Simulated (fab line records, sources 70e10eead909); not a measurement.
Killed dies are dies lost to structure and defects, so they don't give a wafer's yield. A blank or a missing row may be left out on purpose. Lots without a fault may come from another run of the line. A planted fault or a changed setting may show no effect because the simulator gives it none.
A struck lot beside a sound one | flow nand_harc | 15 steps out of a route of 1159
Sound: wafers L312.2, L312.4, L312.5. Struck: wafer L313.1. (L313.2, L313.6 of the same lot were not struck and are left out.) The cause comes at the end.
At each step with rows: each side's tool, then ch and its chambers, then its first start. Under that, the readings that differ: sound wafers | struck wafers | difference of the means | sigmas: that difference in standard deviations of wafers without a fault.
alike: readings whose means differ by less than 2 such deviations, and words and numbers that are the same on both sides. not compared: withheld readings, readings that some wafer has no value for, bounds like >300 that may hide the same value, and numbers for which the record gives no deviation and whose values overlap.
The two part at a step that has a row with sigmas, a row that says differs or no value, or rows on one side only. Numbers that don't overlap but have no deviation are shown without sigmas and don't part them. A reading that every wafer of one side lacks parts them only if that side has two wafers or more.

first, 6 steps without rows for these wafers: NHARC_A_CHANNEL_HOLE_D1_COAT_04 (resist thk 90 nm); NHARC_A_CHANNEL_HOLE_D1_SOFTBAKE_05 (time 55 s); NHARC_A_CHANNEL_HOLE_D1_EBR_06; NHARC_A_CHANNEL_HOLE_D1_EXPOSE_07 (exposes mask HOLE D1, target cd 100 nm); NHARC_A_CHANNEL_HOLE_D1_PEB_08 (peb time 65 s); NHARC_A_CHANNEL_HOLE_D1_DEVELOP_09 (develop time 35 s).
NHARC_A_CHANNEL_HOLE_D1_CD_MEAS_10: target cd 100 nm.
  sound on cd_sem-01 ch 0, day 12 07:07; struck on cd_sem-02 ch 0, day 12 16:10
  alike: cd_nm
NHARC_A_CHANNEL_HOLE_D1_OVL_MEAS_11:
  sound on overlay-02, day 12 07:13; struck on overlay-02, day 12 16:16
  alike: overlay_x_nm, overlay_y_nm
NHARC_A_CHANNEL_HOLE_D1_INSPECT_12:
  sound on defect_inspect-01, day 12 07:15; struck on defect_inspect-02, day 12 16:18
  alike: raw_defect_count
NHARC_A_CHANNEL_HOLE_D1_DESCUM_15: chemistry O2, time 3 s.
  sound on rie_diel-05 ch 0,2, day 12 07:19; struck on rie_diel-09 ch 0, day 12 16:22
  alike: drypump_motor_current_A, oes_product_au, rf_vpp_V, showerhead_plenum_p_Torr, throttle_valve_pct
  not compared: rf_hours_counter_h
NHARC_A_CHANNEL_HOLE_D1_ETCH_38: etches the open film in CF4, target depth 39 nm, time 65 s.
  sound on rie_diel-05 ch 0,3, day 12 07:25; struck on rie_diel-09 ch 1, day 12 16:27
  reading                     | sound                | struck | difference | sigmas
  drypump_motor_current_A (A) | 5.0 5.0 5.6          | 6.6    | +1.4       | +3
  throttle_valve_pct (%)      | 13.298 13.291 13.291 | 13.276 | -0.017     | -2
  alike: oes_product_au, rf_vpp_V, run_length_s, showerhead_plenum_p_Torr
  not compared: rf_hours_counter_h
NHARC_A_CHANNEL_HOLE_D1_ETCH_39: etches the open film in N2/H2, target depth 260 nm, time 325 s.
  sound on rie_diel-05 ch 0,3; struck on rie_diel-09 ch 3
  reading                         | sound                | struck | difference | sigmas
  showerhead_plenum_p_Torr (Torr) | 1.92 1.92 2.13       | 2.16   | +0.17      | +2
  throttle_valve_pct (%)          | 14.172 14.163 14.170 | 14.142 | -0.026     | -3
  alike: drypump_motor_current_A, oes_product_au, rf_vpp_V, run_length_s
  not compared: rf_hours_counter_h
NHARC_A_CHANNEL_HOLE_D1_ETCH_34: etches the open film in CF4/CHF3, target depth 154 nm, time 77 s.
  sound on rie_diel-05 ch 2,3, day 12 07:50; struck on rie_diel-09 ch 0, day 12 16:47
  reading          | sound          | struck | difference | sigmas
  run_length_s (s) | 98.8 99.3 98.8 | 91.9   | -7.1       | -14
  alike: drypump_motor_current_A, oes_product_au, rf_vpp_V, showerhead_plenum_p_Torr, throttle_valve_pct
  not compared: rf_hours_counter_h
NHARC_A_CHANNEL_HOLE_D1_ETCH_16: etches the open film in O2/COS, target depth 3100 nm, time 806 s.
  sound on rie_diel-05 ch 0,2,3; struck on rie_diel-09 ch 1
  alike: drypump_motor_current_A, oes_product_au, rf_vpp_V, run_length_s, showerhead_plenum_p_Torr, throttle_valve_pct
  not compared: rf_hours_counter_h
-- the record jumps here: 13 days lie between the struck wafers' starts before and after (it left off in module A_CHANNEL_HOLE_D1 and takes up again in module END, whose first step shown is number 1159 of the route) --
NHARC_END_SORT_01:
  sound on prober-02 ch 0, day 26 03:17; struck on prober-01 ch 0, day 25 18:44
  reading         | sound    | struck | difference | sigmas
  killed_at_array | 25 27 33 | 70     | +42        | +3
  killed_dies     | 32 30 41 | 74     | +40        | +3
  alike: killed_at_other, killed_at_periphery, killed_open, killed_short

WHERE THEY PART
First at NHARC_A_CHANNEL_HOLE_D1_ETCH_38; last, within this record, at NHARC_END_SORT_01.

WHY: what the simulator had put in
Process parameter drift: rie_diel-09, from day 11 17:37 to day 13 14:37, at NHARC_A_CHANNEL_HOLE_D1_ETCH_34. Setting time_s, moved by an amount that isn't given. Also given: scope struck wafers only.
